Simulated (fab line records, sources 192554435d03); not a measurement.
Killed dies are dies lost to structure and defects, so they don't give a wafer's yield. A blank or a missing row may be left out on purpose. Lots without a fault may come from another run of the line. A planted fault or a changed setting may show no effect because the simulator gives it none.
fab line records | flow n5_finfet
record lots=5 wafers=15 last_day=18
route steps=1938 shown BEOL_M10@1521 BEOL_M11@1536
lots that met no fault: from a run of the same line without faults
start_h: hours from the record's first day to the start of the lot's first wafer shown | wait_h: hours since the lot's step before | " the same as in the row above | L1.1+2: a row that stands for several wafers | - no value, or no start given | * or withheld: withheld | < > ~ a bound
route shown NAME@n: a module of which the file shows steps, and the number in the route of the first | usual: mean/standard deviation of fault-free wafers | same: alike in all rows | chamber/n: place in a boat | sites: the reading at each site | _std_site: their standard deviation | _edge_site: outer sites' mean less inner sites' | radius_mm: how far each site lies from the wafer's centre | mask NAME#n: copy n | behind: the tool/chamber that last shaped the wafer | hold: why the lot was held/for how many hours/how that ended | device: the transistor (n, p or np) that didn't switch | end of line: the same wafers' tests at the end of the route | a step without rows: its recipe alone | killed: dies lost to structure and defects at the first sort, not the wafer's yield | map: a wafer's dies, x killed, . not, _ none there
set.NAME: the setting as run; set.NAME@STEP: as run at that earlier step | model.NAME: the simulator's own value behind a step, which no gauge read
lots at some steps of the route; a table a step, a row a wafer
services: from which hour (start_h, from the record's first day; less than 0 if before it) a tool's chamber was out of use, for how many hours, and why
## steps
# step N5_BEOL_M10_CURE_72
# recipe temp_c=370 time_s=120 ambient=DMADMS/He material=SiCOH_lowk
# usual lamp_power_pct=52.31/0.057 wafer_temp_C_max=371.9/0.69
# same time_s=120
# columns lot.wafer tool chamber start_h wait_h lamp_power_pct wafer_temp_C_max
L088.1 uv_cure-01 1 315.70 0.3 52.34 371.1
L088.4 " 1 " " 52.41 372.1
L088.6 " 1 " " 52.28 371.4
L086.3 uv_cure-02 2 316.18 0.2 52.28 373.0
L086.4 " 2 " " 52.28 373.5
L086.6 " 2 " " 52.34 371.8
L092.1 uv_cure-03 1 342.45 0.0 52.39 371.7
L092.3 " 1 " " 52.18 371.1
L092.4 " 1 " " 52.36 371.3
L095.2 uv_cure-03 0 363.94 0.1 52.35 372.0
L095.3 " 0 " " 52.30 371.4
L095.4 " 0 " " 52.32 371.4
L096.4 uv_cure-02 2 384.41 0.3 52.22 373.0
L096.5 " 2 " " 52.30 373.3
L096.6 " 2 " " 52.36 373.1
# step N5_BEOL_M10_DEGAS_44
# recipe ambient=vacuum temp_c=250 time_s=60
# usual heater_power_w=336/23
# same time_s=60
# columns lot.wafer tool chamber start_h wait_h heater_power_w
L088.1 pvd_sputter-02 - 316.31 0.6 341
L088.4 " - " " 311
L088.6 " - " " 331
L086.3 pvd_sputter-02 - 316.47 0.2 339
L086.4 " - " " 367
L086.6 " - " " 366
L092.1 pvd_sputter-02 - 342.98 0.5 319
L092.3 " - " " 360
L092.4 " - " " 328
L095.2 pvd_sputter-01 - 364.88 0.9 305
L095.3 " - " " 378
L095.4 " - " " 347
L096.4 pvd_sputter-02 - 384.75 0.2 358
L096.5 " - " " 335
L096.6 " - " " 339
# step N5_BEOL_M10_PRE_CLEAN_45
# recipe gas=H2/He time_s=30 temp_c=250
# usual heater_power_w=336/23
# same time_s=30
# columns lot.wafer tool chamber start_h wait_h heater_power_w
L088.1 pvd_sputter-02 - 316.35 0.0 330
L088.4 " - " " 304
L088.6 " - " " 333
L086.3 pvd_sputter-02 - 316.51 0.0 343
L086.4 " - " " 359
L086.6 " - " " 359
L092.1 pvd_sputter-02 - 343.02 0.0 309
L092.3 " - " " 366
L092.4 " - " " 333
L095.2 pvd_sputter-01 - 364.92 0.0 297
L095.3 " - " " 365
L095.4 " - " " 343
L096.4 pvd_sputter-02 - 384.79 0.0 363
L096.5 " - " " 326
L096.6 " - " " 337
# step N5_BEOL_M10_ALD_74
# recipe material=TaN target_thk_a=20 temp_c=275 ald_precursor_family=PDMAT ald_co_reactant=NH3 pressure_torr=3 carrier_flow_sccm=1500 pulse_time_s=2 purge_time_s=3 co_reactant_purge_time_s=2 co_reactant_pulse_time_s=3 ald_cycles=40 precursor_vessel_temp_c=75 precursor_vessel_pressure_torr=26.25 precursor_vessel_carrier_sccm=1000
# usual heater_power_w=423/38
# columns lot.wafer tool chamber start_h wait_h heater_power_w
L088.1 ald_metal-01 1 316.42 0.0 416
L088.4 " 2 " " 390
L088.6 " 2 " " 384
L086.3 ald_metal-04 2 316.66 0.1 469
L086.4 " 0 " " 422
L086.6 " 2 " " 474
L092.1 ald_metal-03 3 343.10 0.1 432
L092.3 " 0 " " 370
L092.4 " 2 " " 479
L095.2 ald_metal-04 1 364.98 0.0 381
L095.3 " 3 " " 368
L095.4 " 3 " " 365
L096.4 ald_metal-04 1 384.86 0.0 382
L096.5 " 3 " " 369
L096.6 " 2 " " 456
# step N5_BEOL_M10_SURFACE_TREAT_76
# recipe gas=Ar time_s=* ion_energy_ev=* ion_current_ma_cm2=0.5 pressure_mtorr=* ar_flow_sccm=30
# usual throttle_valve_pct=*
# same time_s=*
# columns lot.wafer tool chamber start_h wait_h throttle_valve_pct
L088.1 pvd_sputter-02 - 316.87 0.3 *
L088.4 " - " " *
L088.6 " - " " *
L086.3 pvd_sputter-02 - 316.95 0.2 *
L086.4 " - " " *
L086.6 " - " " *
L092.1 pvd_sputter-02 - 343.46 0.2 *
L092.3 " - " " *
L092.4 " - " " *
L095.2 pvd_sputter-02 - 365.28 0.2 *
L095.3 " - " " *
L095.4 " - " " *
L096.4 pvd_sputter-03 - 385.16 0.2 *
L096.5 " - " " *
L096.6 " - " " *
# step N5_BEOL_M10_CVD_75
# recipe material=Co target_thk_a=20 temp_c=withheld precursor=CCTBA/H2 pressure_torr=30 time_s=138.9
# same time_s=138.9
# columns lot.wafer tool chamber start_h wait_h
L088.1+4+6 cvd_co-01 2,1,2 316.93 0.0
L086.3+4+6 cvd_co-02 0,1,2 317.08 0.1
L092.1+3+4 cvd_co-02 2,0,2 343.52 0.0
L095.2+3+4 cvd_co-01 1,0,2 365.46 0.2
L096.4+5+6 cvd_co-01 2,1,0 385.28 0.1
# step N5_BEOL_M10_SPUTTER_48
# recipe material=Cu target_thk_a=120 temp_c=-20 bias_v=60 power_w=26000 chamber_pressure_pa=0.13 time_s=2
# usual bias_v=59.9/0.64 chamber_pressure_pa=0.12996/0.00027 chuck_sensor_temp_C=-15.9/0.43 throttle_valve_pct=30.6/0.78
# same time_s=2
# columns lot.wafer tool chamber start_h wait_h bias_v chamber_pressure_pa chuck_sensor_temp_C throttle_valve_pct
L088.1 pvd_sputter-02 - 317.07 0.1 59.8 0.12999 -16.0 30.0
L088.4 " - " " 61.3 0.12936 -15.7 30.8
L088.6 " - " " 58.9 0.12979 -15.1 30.1
L086.3 pvd_sputter-01 - 317.20 0.1 60.1 0.12994 -16.0 30.4
L086.4 " - " " 59.8 0.13004 -15.7 31.5
L086.6 " - " " 59.9 0.12963 -16.2 30.5
L092.1 pvd_sputter-03 - 343.70 0.1 59.3 0.12972 -16.3 29.8
L092.3 " - " " 60.2 0.13007 -15.5 31.1
L092.4 " - " " 59.5 0.12975 -16.0 32.0
L095.2 pvd_sputter-02 - 365.64 0.1 59.3 0.1302 -15.6 30.6
L095.3 " - " " 60.4 0.12989 -16.6 30.6
L095.4 " - " " 59.5 0.13011 -16.1 30.5
L096.4 pvd_sputter-01 - 385.38 0.1 60.5 0.13002 -15.9 30.4
L096.5 " - " " 60.0 0.13062 -16.1 30.7
L096.6 " - " " 59.5 0.12993 -15.6 31.3
# step N5_BEOL_M10_ECD_50
# recipe material=Cu target_thk_a=3180
# columns lot.wafer tool chamber start_h wait_h
L088.1+4+6 ecd_cu-01 0,1,1 317.24 0.1
L086.3+4+6 ecd_cu-01 1,0,0 317.36 0.1
L092.1+3+4 ecd_cu-02 0,1,0 343.82 0.1
L095.2+3+4 ecd_cu-01 0,0,1 365.77 0.1
L096.4+5+6 ecd_cu-01 1,1,0 385.53 0.1
# step N5_BEOL_M10_ANNEAL_51
# recipe temp_c=225 time_s=90 ambient=N2
# usual wafer_temp_C_max=225.87/0.25
# same time_s=90
# columns lot.wafer tool chamber start_h wait_h wafer_temp_C_max
L088.1 rtp_anneal-01 0 317.73 0.5 226.10
L088.4 " 0 " " 225.96
L088.6 " 0 " " 226.43
L086.3 rtp_anneal-02 0 318.47 1.1 225.87
L086.4 " 0 " " 225.71
L086.6 " 0 " " 225.50
L092.1 rtp_anneal-01 0 343.96 0.1 225.88
L092.3 " 0 " " 226.33
L092.4 " 0 " " 226.33
L095.2 rtp_anneal-01 0 365.95 0.2 225.75
L095.3 " 0 " " 226.09
L095.4 " 0 " " 225.99
L096.4 rtp_anneal-02 0 385.75 0.2 226.08
L096.5 " 0 " " 226.05
L096.6 " 0 " " 225.92
# step N5_BEOL_M10_CMP_52
# recipe stop_on=SiCOH_lowk t_overpolish_s=7 down_force_psi=1 platen_rpm=50 clearing_platen_down_force_psi=1.5 clearing_platen_rpm=50 post_cmp_clean=cu_alkaline target_thk_nm=140 clearing_platen_pad_velocity_m_s=0.99484 pad_velocity_m_s=0.99484
# usual barrier_field_endpoint_s=28.6/0.88 edge_zone_pressure_frac=1.000/0.0045 motor_current_A=6.1/0.65 overpolish_run_s=7.001/0.0089 time_to_endpoint_s=64/4.3
# columns lot.wafer tool chamber start_h wait_h barrier_field_endpoint_s edge_zone_pressure_frac motor_current_A overpolish_run_s time_to_endpoint_s
L088.4 cmp-01 3 318.07 0.2 28.3 1.000 5.4 7.006 58
L088.1 " 0 " " 27.8 1.005 5.3 6.990 63
L088.6 " 2 " " 28.8 0.999 6.4 7.011 64
L086.3 cmp-02 3 318.71 0.2 29.4 1.001 5.5 6.991 68
L086.4 " 1 " " 29.5 1.001 5.6 6.994 70
L086.6 " 2 " " 28.4 0.997 6.7 7.000 62
L092.4 cmp-03 0 344.30 0.2 27.0 1.013 7.0 7.012 53
L092.3 " 1 " " 28.5 1.002 6.3 6.996 64
L092.1 " 2 " " 27.0 1.005 5.9 6.996 58
L095.4 cmp-01 1 366.20 0.1 29.6 1.004 7.2 6.996 65
L095.2 " 2 " " 28.6 1.008 6.1 7.009 69
L095.3 " 3 " " 27.7 0.991 5.7 6.996 65
L096.4 cmp-01 0 385.96 0.2 28.4 1.005 5.4 6.996 62
L096.6 " 3 " " 28.7 0.997 5.6 6.997 64
L096.5 " 0 " " 29.2 0.996 5.5 6.992 62
# step N5_BEOL_M10_THK_MEAS_53
# recipe thk_meas_gauge=xrf reads=Cu_of_BEOL_M10_ECD_50
# usual M10_THK=141/3.8
# columns lot.wafer tool chamber start_h wait_h M10_THK[nm]
L088.1 film_metro-02 - 318.32 - 140
L088.4 " - " " 140
L088.6 " - " " 140
L086.3 film_metro-02 - 318.97 - 144
L086.4 " - " " 144
L086.6 " - " " 141
L092.1 film_metro-02 - 344.55 - 136
L092.3 " - " " 144
L092.4 " - " " 135
L095.2 film_metro-01 - 366.50 - 142
L095.3 " - " " 142
L095.4 " - " " 139
L096.4 film_metro-02 - 386.22 - 144
L096.5 " - " " 137
L096.6 " - " " 144
# step N5_BEOL_M10_PRE_CLEAN_55
# recipe gas=NH3 time_s=15 temp_c=withheld rf_power_w=300
# same time_s=15
# columns lot.wafer tool chamber start_h wait_h
L088.1+4+6 pecvd-04 0,1,2 318.36 0.0
L086.3+4+6 pecvd-02 1,1,2 319.00 0.0
L092.1+3+4 pecvd-02 1,0,0 344.61 0.1
L095.2+3+4 pecvd-02 2,0,0 366.54 0.0
L096.4+5+6 pecvd-04 0,1,2 386.27 0.0
# step N5_BEOL_M10_DEP_56
# recipe material=SiCN target_thk_a=150 temp_c=withheld precursor=3MS/NH3 pressure_torr=3 rf_w=202 time_s=26.5
# usual showerhead_plenum_p_Torr=3.673/0.013 throttle_valve_pct=9.1/0.51
# same time_s=26.5
# columns lot.wafer tool chamber start_h wait_h showerhead_plenum_p_Torr throttle_valve_pct
L088.1 pecvd-04 0 318.39 0.0 3.646 8.7
L088.4 " 1 " " 3.684 8.9
L088.6 " 2 " " 3.666 8.6
L086.3 pecvd-02 1 319.03 0.0 3.690 9.9
L086.4 " 1 " " 3.688 9.8
L086.6 " 2 " " 3.672 9.3
L092.1 pecvd-02 1 344.64 0.0 3.689 10.0
L092.3 " 0 " " 3.676 9.2
L092.4 " 0 " " 3.657 9.1
L095.2 pecvd-02 2 366.56 0.0 3.684 9.0
L095.3 " 0 " " 3.664 9.4
L095.4 " 0 " " 3.681 9.3
L096.4 pecvd-04 0 386.30 0.0 3.653 8.7
L096.5 " 1 " " 3.674 8.7
L096.6 " 2 " " 3.659 8.3
# step N5_BEOL_M10_RS_MEAS_57
# recipe thk_meas_gauge=four-point-probe reads=Cu_of_BEOL_M10_ECD_50+Co_of_BEOL_M10_CVD_75+TaN_of_BEOL_M10_ALD_74
# usual M10_RS=0.149/0.0043
# columns lot.wafer tool chamber start_h wait_h M10_RS[ohm/sq]
L088.1 film_metro-02 - 318.46 0.1 0.150
L088.4 " - " " 0.150
L088.6 " - " " 0.150
L086.3 film_metro-01 - 319.10 0.1 0.146
L086.4 " - " " 0.147
L086.6 " - " " 0.149
L092.1 film_metro-02 - 344.71 0.1 0.154
L092.3 " - " " 0.145
L092.4 " - " " 0.154
L095.2 film_metro-01 - 366.63 0.1 0.147
L095.3 " - " " 0.147
L095.4 " - " " 0.151
L096.4 film_metro-02 - 386.35 0.0 0.148
L096.5 " - " " 0.155
L096.6 " - " " 0.148
# step N5_BEOL_M10_INSPECT_58
# recipe inspect_instrument=darkfield mode=post_dep
# usual raw_defect_count=71/26
# columns lot.wafer tool chamber start_h wait_h raw_defect_count
L088.1 defect_inspect-01 - 318.49 0.0 60
L088.4 " - " " 77
L088.6 " - " " 45
L086.3 defect_inspect-01 - 319.13 0.0 55
L086.4 " - " " 90
L086.6 " - " " 117
L092.1 defect_inspect-02 - 344.74 0.0 83
L092.3 " - " " 73
L092.4 " - " " 77
L095.2 defect_inspect-02 - 366.66 0.0 84
L095.3 " - " " 102
L095.4 " - " " 100
L096.4 defect_inspect-01 - 386.38 0.0 52
L096.5 " - " " 35
L096.6 " - " " 61
# step N5_BEOL_M11_ILD_DEP_00
# recipe material=SiCOH_lowk target_thk_a=3085.1 temp_c=300 precursor=DEMS/porogen pressure_torr=5 rf_w=500 time_s=58
# usual heater_power_w=311/40 showerhead_plenum_p_Torr=5.740/0.017 throttle_valve_pct=13.4/0.74
# same time_s=58
# columns lot.wafer tool chamber start_h wait_h heater_power_w showerhead_plenum_p_Torr throttle_valve_pct
L088.1 pecvd-04 1 318.52 0.0 330 5.740 13.2
L088.4 " 0 " " 370 5.708 13.0
L088.6 " 1 " " 353 5.755 13.2
L086.3 pecvd-04 2 319.17 0.0 254 5.742 13.1
L086.4 " 2 " " 261 5.752 13.2
L086.6 " 0 " " 366 5.722 13.1
L092.1 pecvd-04 1 344.77 0.0 361 5.762 13.2
L092.3 " 2 " " 278 5.747 13.0
L092.4 " 0 " " 326 5.705 13.4
L095.2 pecvd-04 0 366.70 0.0 374 5.700 13.4
L095.3 " 2 " " 292 5.755 13.5
L095.4 " 2 " " 298 5.751 13.2
L096.4 pecvd-04 2 386.44 0.1 260 5.743 13.0
L096.5 " 1 " " 327 5.757 13.4
L096.6 " 0 " " 348 5.733 13.4
# step N5_BEOL_M11_CURE_71
# recipe temp_c=385 time_s=240 ambient=He/Ar material=SiCOH_lowk
# usual lamp_power_pct=52.31/0.059 wafer_temp_C_max=386.8/0.6
# same time_s=240
# columns lot.wafer tool chamber start_h wait_h lamp_power_pct wafer_temp_C_max
L088.1 uv_cure-03 1 318.60 0.0 52.19 387.2
L088.4 " 1 " " 52.25 386.8
L088.6 " 1 " " 52.31 386.6
L086.3 uv_cure-02 0 319.40 0.2 52.34 386.4
L086.4 " 0 " " 52.44 386.3
L086.6 " 0 " " 52.42 386.1
L092.1 uv_cure-03 1 344.85 0.0 52.20 386.4
L092.3 " 1 " " 52.37 386.5
L092.4 " 1 " " 52.36 385.9
L095.2 uv_cure-03 2 366.85 0.1 52.33 386.8
L095.3 " 2 " " 52.31 386.4
L095.4 " 2 " " 52.33 386.1
L096.4 uv_cure-02 2 386.97 0.5 52.25 388.8
L096.5 " 2 " " 52.35 389.7
L096.6 " 2 " " 52.25 388.6
# step N5_BEOL_M11_THK_MEAS_01
# recipe reads=SiCOH_lowk_of_BEOL_M11_ILD_DEP_00
# usual M11_ILD_THK=270/3.6
# columns lot.wafer tool chamber start_h wait_h M11_ILD_THK[nm]
L088.1 film_metro-02 - 319.59 0.8 271
L088.4 " - " " 270
L088.6 " - " " 272
L086.3 film_metro-01 - 319.76 0.3 265
L086.4 " - " " 268
L086.6 " - " " 270
L092.1 film_metro-02 - 345.36 0.4 266
L092.3 " - " " 263
L092.4 " - " " 270
L095.2 film_metro-02 - 367.29 0.4 267
L095.3 " - " " 265
L095.4 " - " " 270
L096.4 film_metro-01 - 387.49 0.4 271
L096.5 " - " " 270
L096.6 " - " " 269
# step N5_BEOL_M11_PECVD_70
# recipe material=SiO2 target_thk_a=200 temp_c=400 precursor=TEOS/O2 pressure_torr=5.5 rf_w=450 teos_flow_sccm=53.8 gas=O2 flow_sccm=3000 time_s=22.7
# usual heater_power_w=710/83 showerhead_plenum_p_Torr=8.78/0.06 throttle_valve_pct=21.7/1.4
# same time_s=22.7
# columns lot.wafer tool chamber start_h wait_h heater_power_w showerhead_plenum_p_Torr throttle_valve_pct
L088.1 pecvd-02 0 319.63 0.0 731 8.83 22.5
L088.4 " 0 " " 715 8.80 22.9
L088.6 " 2 " " 679 8.85 22.0
L086.3 pecvd-01 1 319.81 0.1 743 8.70 24.0
L086.4 " 2 " " 606 8.73 20.1
L086.6 " 2 " " 631 8.74 20.3
L092.1 pecvd-01 1 345.40 0.0 676 8.73 24.0
L092.3 " 0 " " 783 8.76 21.6
L092.4 " 0 " " 763 8.78 21.5
L095.2 pecvd-04 2 367.32 0.0 674 8.81 21.3
L095.3 " 0 " " 785 8.67 21.4
L095.4 " 2 " " 672 8.82 21.5
L096.4 pecvd-01 1 387.54 0.1 644 8.74 24.0
L096.5 " 2 " " 652 8.75 20.3
L096.6 " 0 " " 879 8.79 21.4
# step N5_BEOL_M11_HM_DEP_02
# recipe material=TiN target_thk_a=200 temp_c=25 chamber_pressure_pa=0.49996
# usual chamber_pressure_pa=0.4998/0.00091 throttle_valve_pct=30.6/0.84
# columns lot.wafer tool chamber start_h wait_h chamber_pressure_pa throttle_valve_pct
L088.1 pvd_sputter-03 - 320.64 1.0 0.4995 32.3
L088.4 " - " " 0.4994 29.4
L088.6 " - " " 0.4999 32.3
L086.3 pvd_sputter-01 - 320.83 1.0 0.5004 30.0
L086.4 " - " " 0.5019 32.1
L086.6 " - " " 0.5001 30.4
L092.1 pvd_sputter-02 - 345.72 0.3 0.5000 30.4
L092.3 " - " " 0.4989 30.6
L092.4 " - " " 0.5003 30.6
L095.2 pvd_sputter-01 - 368.14 0.8 0.4991 30.0
L095.3 " - " " 0.4994 30.5
L095.4 " - " " 0.5007 31.2
L096.4 pvd_sputter-02 - 390.34 2.8 0.4999 30.0
L096.5 " - " " 0.5016 30.8
L096.6 " - " " 0.5007 30.4
# step N5_BEOL_M11_COAT_59
# recipe resist=SOC temp_c=250 time_s=60 spin_rpm=1500 resist_thk_nm=100
# usual dispense_pressure_kPa=54.1/1.3 heater_power_total_W=500.5/1.8
# same time_s=60
# columns lot.wafer tool chamber start_h wait_h dispense_pressure_kPa heater_power_total_W
L088.1 litho_track-04 0 320.77 0.1 55.1 501.3
L088.4 " 0 " " 55.2 503.1
L088.6 " 0 " " 55.2 503.2
L086.3 litho_track-05 0 320.96 0.1 54.4 500.7
L086.4 " 0 " " 54.4 502.6
L086.6 " 0 " " 54.4 503.2
L092.1 litho_track-04 0 345.85 0.1 55.2 498.7
L092.3 " 0 " " 55.2 498.3
L092.4 " 0 " " 55.2 500.9
L095.2 litho_track-02 0 368.27 0.1 52.2 501.4
L095.3 " 0 " " 52.2 499.1
L095.4 " 0 " " 52.2 501.9
L096.4 litho_track-02 0 390.47 0.1 52.2 498.8
L096.5 " 0 " " 52.2 499.2
L096.6 " 0 " " 52.2 498.5
# step N5_BEOL_M11_COAT_60
# recipe resist=SiARC temp_c=220 time_s=60 spin_rpm=1500 resist_thk_nm=30
# usual dispense_pressure_kPa=54.1/1.2 heater_power_total_W=427.7/2.2
# same time_s=60
# columns lot.wafer tool chamber start_h wait_h dispense_pressure_kPa heater_power_total_W
L088.1 litho_track-04 0 - - 55.4 428.0
L088.4 " 0 " " 55.3 429.5
L088.6 " 0 " " 55.3 425.4
L086.3 litho_track-05 0 - - 54.4 428.6
L086.4 " 0 " " 54.4 429.0
L086.6 " 0 " " 54.4 428.5
L092.1 litho_track-04 0 - - 55.3 429.6
L092.3 " 0 " " 55.3 426.7
L092.4 " 0 " " 55.3 426.4
L095.2 litho_track-02 0 - - 52.3 430.0
L095.3 " 0 " " 52.3 427.8
L095.4 " 0 " " 52.3 425.5
L096.4 litho_track-02 0 - - 52.3 425.5
L096.5 " 0 " " 52.3 428.9
L096.6 " 0 " " 52.3 428.6
# step N5_BEOL_M11_COAT_05
# recipe resist=CAR-ArF spin_rpm=1500 resist_thk_nm=90
# usual dispense_pressure_kPa=54.1/1.2
# columns lot.wafer tool chamber start_h wait_h dispense_pressure_kPa
L088.1 litho_track-04 0 - - 55.2
L088.4 " 0 " " 55.3
L088.6 " 0 " " 55.2
L086.3 litho_track-05 0 - - 54.4
L086.4 " 0 " " 54.4
L086.6 " 0 " " 54.4
L092.1 litho_track-04 0 - - 55.1
L092.3 " 0 " " 55.2
L092.4 " 0 " " 55.2
L095.2 litho_track-02 0 - - 52.3
L095.3 " 0 " " 52.2
L095.4 " 0 " " 52.2
L096.4 litho_track-02 0 - - 52.1
L096.5 " 0 " " 52.2
L096.6 " 0 " " 52.2
# step N5_BEOL_M11_EBR_07
# recipe solvent=PGMEA ebr_width_mm=1.5
# columns lot.wafer tool chamber start_h wait_h
L088.1+4+6 litho_track-04 0 - -
L086.3+4+6 litho_track-05 0 - -
L092.1+3+4 litho_track-04 0 - -
L095.2+3+4 litho_track-02 0 - -
L096.4+5+6 litho_track-02 0 - -
# step N5_BEOL_M11_SOFTBAKE_06
# recipe temp_c=110 time_s=60 resist=CAR-ArF
# usual heater_power_total_W=175.3/1.6
# same time_s=60
# columns lot.wafer tool chamber start_h wait_h heater_power_total_W
L088.1 litho_track-04 0 - - 176.8
L088.4 " 0 " " 173.0
L088.6 " 0 " " 176.6
L086.3 litho_track-05 0 - - 175.5
L086.4 " 0 " " 174.7
L086.6 " 0 " " 177.5
L092.1 litho_track-04 0 - - 175.6
L092.3 " 0 " " 177.1
L092.4 " 0 " " 173.3
L095.2 litho_track-02 0 - - 175.8
L095.3 " 0 " " 174.3
L095.4 " 0 " " 173.4
L096.4 litho_track-02 0 - - 173.7
L096.5 " 0 " " 173.4
L096.6 " 0 " " 174.9
# step N5_BEOL_M11_EXPOSE_08
# recipe mask_id=M11 na=1.35 source_shape=dipole sigma_inner=0.411 sigma_outer=0.611 polarization=te dose_mj=53.75
# usual reticle_temp_C=22.98/0.11
# columns lot.wafer tool chamber start_h wait_h mask reticle_temp_C
L088.1 arfi_scanner-02 0 320.88 - M11#0 23.08
L088.4 " 0 " " M11#0 22.98
L088.6 " 0 " " M11#0 23.23
L086.3 arfi_scanner-03 0 321.22 - M11#0 22.86
L086.4 " 0 " " M11#0 22.95
L086.6 " 0 " " M11#0 23.03
L092.1 arfi_scanner-03 0 346.09 - M11#0 23.19
L092.3 " 0 " " M11#0 23.04
L092.4 " 0 " " M11#0 23.16
L095.2 arfi_scanner-01 0 368.52 - M11#0 23.03
L095.3 " 0 " " M11#0 22.81
L095.4 " 0 " " M11#0 22.97
L096.4 arfi_scanner-03 0 390.73 - M11#0 22.96
L096.5 " 0 " " M11#0 22.83
L096.6 " 0 " " M11#0 22.97
# step N5_BEOL_M11_PEB_09
# recipe peb_temp_c=withheld peb_time_s=60 resist=CAR-ArF
# same peb_time_s=60
# columns lot.wafer tool chamber start_h wait_h
L088.1+4+6 litho_track-02 0 320.94 0.1
L086.3+4+6 litho_track-02 0 321.26 0.0
L092.1+3+4 litho_track-05 0 346.15 0.1
L095.2+3+4 litho_track-02 0 368.57 0.0
L096.4+5+6 litho_track-05 0 390.77 0.0
# step N5_BEOL_M11_DEVELOP_10
# recipe develop_time_s=30 developer=TMAH resist=CAR-ArF rinse_liquid=diw dry=air_spin dev_temp_c=23
# usual developer_temp_C=23.00/0.11
# columns lot.wafer tool chamber start_h wait_h developer_temp_C
L088.1 litho_track-02 0 - - 23.21
L088.4 " 0 " " 23.11
L088.6 " 0 " " 23.15
L086.3 litho_track-02 0 - - 23.05
L086.4 " 0 " " 22.95
L086.6 " 0 " " 22.95
L092.1 litho_track-05 0 - - 23.02
L092.3 " 0 " " 23.08
L092.4 " 0 " " 23.07
L095.2 litho_track-02 0 - - 22.92
L095.3 " 0 " " 23.09
L095.4 " 0 " " 22.95
L096.4 litho_track-05 0 - - 22.99
L096.5 " 0 " " 22.94
L096.6 " 0 " " 22.97
# step N5_BEOL_M11_CD_MEAS_11
# recipe target_cd_nm=64.1 landing_energy_ev=500 detector=se_inlens polarity=opening
# usual cd_nm=64.0/0.75
# columns lot.wafer tool chamber start_h wait_h cd_nm
L088.1 cd_sem-02 0 321.01 - 65.1
L088.4 " 0 " " 64.6
L088.6 " 0 " " 64.6
L086.3 cd_sem-03 0 321.33 - 65.3
L086.4 " 0 " " 65.5
L086.6 " 0 " " 64.4
L092.1 cd_sem-02 0 346.22 - 63.2
L092.3 " 0 " " 64.2
L092.4 " 0 " " 63.7
L095.2 cd_sem-02 0 368.64 - 65.1
L095.3 " 0 " " 65.3
L095.4 " 0 " " 64.4
L096.4 cd_sem-03 0 390.84 - 64.1
L096.5 " 0 " " 63.5
L096.6 " 0 " " 63.8
# step N5_BEOL_M11_OVL_MEAS_12
# recipe points_per_wafer=44
# usual M11_OVL=0.2/0.64
# columns lot.wafer tool chamber start_h wait_h M11_OVL[nm]
L088.1 overlay-01 0 321.04 0.0 1.0
L088.4 " 0 " " 0.3
L088.6 " 0 " " 0.2
L086.3 overlay-02 0 321.36 0.0 -0.1
L086.4 " 0 " " 1.0
L086.6 " 0 " " 0.7
L092.1 overlay-01 0 346.25 0.0 0.7
L092.3 " 0 " " 0.2
L092.4 " 0 " " 1.3
L095.2 overlay-01 0 368.67 0.0 -0.6
L095.3 " 0 " " 0.1
L095.4 " 0 " " -1.2
L096.4 overlay-01 0 390.87 0.0 -0.3
L096.5 " 0 " " 0.5
L096.6 " 0 " " -0.3
# step N5_BEOL_M11_INSPECT_13
# recipe mode=adi inspect_instrument=brightfield
# usual raw_defect_count=444/120
# columns lot.wafer tool chamber start_h wait_h raw_defect_count
L088.1 defect_inspect-02 - 321.06 0.0 403
L088.4 " - " " 405
L088.6 " - " " 334
L086.3 defect_inspect-02 - 321.38 0.0 479
L086.4 " - " " 508
L086.6 " - " " 505
L092.1 defect_inspect-02 - 346.27 0.0 540
L092.3 " - " " 427
L092.4 " - " " 480
L095.2 defect_inspect-02 - 368.69 0.0 559
L095.3 " - " " 756
L095.4 " - " " 678
L096.4 defect_inspect-02 - 390.89 0.0 274
L096.5 " - " " 340
L096.6 " - " " 466
# step N5_BEOL_M11_DESCUM_16
# recipe chemistry=O2 time_s=7.9 source_power_w=50 bias_power_w=20 pressure_mtorr=20 rf_frequency_hz=2.712e+07 temp_c=40 resist=CAR-ArF o2_flow_sccm=225
# usual bias_power_w=20.00/0.059 drypump_motor_current_A=5.7/0.5 oes_product_au=0.80/0.083 rf_vpp_V=243.0/1.3 showerhead_plenum_p_Torr=2.08/0.066 throttle_valve_pct=20.46/0.28
# same time_s=7.9
# columns lot.wafer tool chamber start_h wait_h bias_power_w drypump_motor_current_A oes_product_au rf_hours_counter_h rf_vpp_V showerhead_plenum_p_Torr throttle_valve_pct
L088.1 rie_diel-02 2 321.10 0.0 20.04 5.8 0.92 13 242.3 2.03 19.85
L088.4 " 0 " " 20.05 6.0 0.72 220 243.8 2.05 20.73
L088.6 " 3 " " 20.04 5.1 0.73 - 242.7 1.98 20.84
L086.3 rie_diel-04 0 321.57 0.2 19.97 5.5 0.88 36 242.8 2.06 20.69
L086.4 " 1 " " 19.98 6.5 0.75 153 242.1 2.11 20.31
L086.6 " 0 " " 20.05 5.6 0.89 - 241.7 2.06 20.70
L092.1 rie_diel-04 2 346.44 0.2 20.05 6.1 0.93 15 245.1 2.15 20.44
L092.3 " 0 " " 20.10 5.6 0.87 45 243.2 2.06 20.71
L092.4 " 2 " " 20.02 6.1 0.92 - 244.1 2.15 20.43
L095.2 rie_diel-06 2 368.72 0.0 19.98 4.8 0.83 63 243.0 2.12 20.16
L095.3 " 3 " " 20.03 5.3 0.68 228 241.6 1.96 20.65
L095.4 " 1 " " 19.99 5.2 0.88 47 245.7 2.22 20.23
L096.4 rie_diel-06 2 390.99 0.1 20.00 4.8 0.83 - 243.6 2.12 20.17
L096.5 " 3 " " 20.01 5.3 0.68 - 242.3 1.95 20.67
L096.6 " 0 " " 19.97 5.3 0.78 - 239.5 2.03 20.84
## services
# columns tool chamber start_h hours kind
cmp-01 - 292.93 4.0 pm
pecvd-02 2 301.11 4.4 repair
ecd_cu-01 - 303.12 0.4 repair
pvd_sputter-02 - 303.50 6.2 repair
cmp-01 - 308.10 1.2 repair
pecvd-04 - 309.26 0.5 repair
ald_metal-04 - 312.26 1.2 pm
pecvd-02 - 313.43 2.2 repair
uv_cure-02 - 318.10 1.0 pm
rie_diel-06 3 330.98 3.6 repair
ald_metal-04 - 337.34 14.0 pm
cvd_co-02 1 339.11 4.6 repair
rie_diel-06 3 344.09 19.8 repair
ald_metal-04 2 356.29 13.3 repair
rie_diel-06 0 359.62 9.0 repair
arfi_scanner-03 - 360.96 0.7 repair
rie_diel-06 1 372.98 32.4 repair
pecvd-04 - 375.29 6.0 pm
uv_cure-02 - 375.51 6.0 pm
pecvd-02 - 376.41 2.8 pm
uv_cure-03 - 383.91 0.8 repair
arfi_scanner-03 - 387.51 2.0 repair
ald_metal-04 - 388.52 0.6 repair
uv_cure-02 - 388.73 3.4 pm
## key
fault none
